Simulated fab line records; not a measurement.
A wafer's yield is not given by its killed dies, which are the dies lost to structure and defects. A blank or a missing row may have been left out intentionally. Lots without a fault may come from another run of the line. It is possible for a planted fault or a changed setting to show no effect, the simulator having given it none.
Which tool was responsible? | flow nand harc | 18 wafers sampled from 6 lots at 1 step of a route of 1302

WHAT THE GAUGES SHOWED, per wafer
NHARC_A_ONON_D2_THK_MEAS_27: measures by ellipsometry.
lot  | measured     | on            | thk nm (nm)
L664 | day 13 10:25 | film metro-01 | 992 991 991
L666 | day 14 07:53 | film metro-01 | 1000 1001 1000
L669 | day 15 03:29 | film metro-02 | 1001 1002 1003
L670 | day 16 06:08 | film metro-02 | 1007 1009 1010
L675 | day 17 23:37 | film metro-01 | 992 993 992
L682 | day 20 11:04 | film metro-02 | 989 988 989

WHICH TOOL RAN EACH LOT (tool, then ch and the chambers of the sampled wafers, then the start)
The record holds no process step before these readings.

THE ANSWER, worked out from the rows above alone
Rule: what is usual is taken from the lots themselves. Put in order of their means at a reading, lots are off if they are a third of the lots or fewer, leave a main group of 4 or more, and stand apart from it by a gap of 3 or more times the standard deviation of the main group's means; of several such gaps the widest counts. The tables above print the reading to a certain number of digits; a main group whose means all agree to those digits is not used. A lot without any number at a reading at which 4 lots or more have one is off too. All remaining lots with rows at the step are treated as sound.
Across all readings shown, no lot is off: no conclusion can be drawn from this.

WHAT THE SIMULATOR HAD PUT IN
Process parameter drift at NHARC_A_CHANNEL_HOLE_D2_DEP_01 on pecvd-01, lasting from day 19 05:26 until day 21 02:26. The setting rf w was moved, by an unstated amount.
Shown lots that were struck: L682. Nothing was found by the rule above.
